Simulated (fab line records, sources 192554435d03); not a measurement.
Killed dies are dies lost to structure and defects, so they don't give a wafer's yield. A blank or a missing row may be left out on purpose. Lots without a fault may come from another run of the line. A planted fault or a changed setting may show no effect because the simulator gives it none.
Chamber matching | flow n5_finfet | N5_BEOL_M11_STRIP_19 on rie_diel-01: 4 sister chambers
The step strips in O2. 4 wafers are shown with their chamber, then 10 later ones without.

WAFERS WITH THEIR CHAMBER
wafer  | chamber | drypump_motor_current_A (A)
L089.1 | 2       | 5.5
L089.5 | 1       | 6.0
L092.2 | 0       | 5.1
L092.3 | 3       | 5.4

WAFERS WITHOUT THEIR CHAMBER
wafer  | drypump_motor_current_A (A)
L092.5 | 5.0
L091.2 | 5.4
L091.4 | 6.0
L091.5 | 5.4
L095.3 | 5.5
L095.4 | 5.1
L095.5 | 5.4
L097.1 | 5.5
L097.2 | 5.4
L097.3 | 6.0

WHICH CHAMBER EACH WENT THROUGH
wafer  | from the rows above | in truth
L092.5 | 0                   | 0
L091.2 | 3                   | 3
L091.4 | 1                   | 1
L091.5 | 3                   | 3
L095.3 | 2                   | 2
L095.4 | 0                   | 0
L095.5 | 3                   | 3
L097.1 | 2                   | 2
L097.2 | 3                   | 3
L097.3 | 1                   | 1
Placed correctly: 10 of 10. Can't be placed from these rows: 0. Placed wrongly: 0.
How it was worked out, from the rows above alone: a wafer's distance from a chamber is the root of the sum, over the readings, of the square of ((its reading less the chamber's mean) divided by the reading's scatter). The wafer belongs to the nearest chamber; if the next one is less than 2 further off, it can't be placed. A chamber's mean is the mean of its shown wafers. The scatter: with one shown wafer a chamber, the root of the mean of the squares of how far each hidden wafer lies from its nearest shown one.
